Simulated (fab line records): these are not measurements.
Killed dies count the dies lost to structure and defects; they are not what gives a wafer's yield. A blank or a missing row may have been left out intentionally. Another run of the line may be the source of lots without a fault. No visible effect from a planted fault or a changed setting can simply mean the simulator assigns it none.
Chamber matching	flow nandHarc	NHARC_P_BONDPAD_CMP_32 on cmp-03: 4 sister chambers
The step polishes SiCN, target thk 200 nm. 14 wafers are shown with their chamber, then 7 later ones without.

## WAFERS WITH THEIR CHAMBER
wafer	chamber	motorCurrentA (A)	slurryFilterDpKPa (kPa)	retainingRingPressureFrac
L074.2	2	10.3	13.57	1.002
L074.3	1	13.6	13.37	0.996
L074.6	0	13.8	13.64	0.998
L085.1	0	13.7	13.53	1.004
L085.5	1	14.1	13.48	1.003
L085.6	0	14.7	13.51	0.996
L086.2	1	14.5	13.57	1.005
L086.3	3	13.0	13.67	1.002
L086.5	0	14.9	13.58	0.998
L091.1	3	13.1	13.53	1.001
L091.5	0	15.0	13.72	1.005
L091.6	1	14.3	13.32	0.996
L090.1	1	13.5	13.63	0.997
L090.3	3	13.2	13.74	1.004

SIGNATURES (means of the wafers above)
reading	chamber 0	chamber 1	chamber 2	chamber 3	scatter within a chamber
motorCurrentA	14.420	14.000	10.300	13.100	0.482
slurryFilterDpKPa	13.5960	13.4740	13.5700	13.6467	0.11
retainingRingPressureFrac	1.00020	0.99940	1.00200	1.00233	0.00378
Rule: distance of a wafer from a chamber = root of the sum over the readings of ((wafer's reading minus chamber's mean) / reading's scatter) squared. The wafer belongs to the nearest chamber; if the next one is less than 2 further off, it can't be placed. The scatter is the square root of a quotient: the sum, over the shown wafers, of each reading's squared deviation from its chamber's mean, divided by wafers minus chambers.

## WAFERS MISSING THEIR CHAMBER
wafer	motorCurrentA (A)	slurryFilterDpKPa (kPa)	retainingRingPressureFrac
L090.5	12.9	13.38	1.001
L094.1	12.7	13.21	1.010
L094.3	10.2	13.69	1.003
L094.5	13.2	13.58	0.997
L096.1	10.2	13.65	0.997
L096.2	14.8	13.46	1.004
L096.3	13.5	13.68	0.994

## CHAMBER TAKEN BY EACH
wafer	from the rows above	in truth
L090.5	can't be placed: 1 or 3 or 0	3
L094.1	can't be placed: 3 or 1 or 0 or 2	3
L094.3	2	2
L094.5	can't be placed: 3 or 1 or 0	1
L096.1	2	2
L096.2	can't be placed: 0 or 1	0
L096.3	can't be placed: 3 or 1 or 0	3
Placed correctly: 2 of 7. Not placeable from these rows: 5 (in 5, the candidates include the true chamber). Wrongly placed: 0.
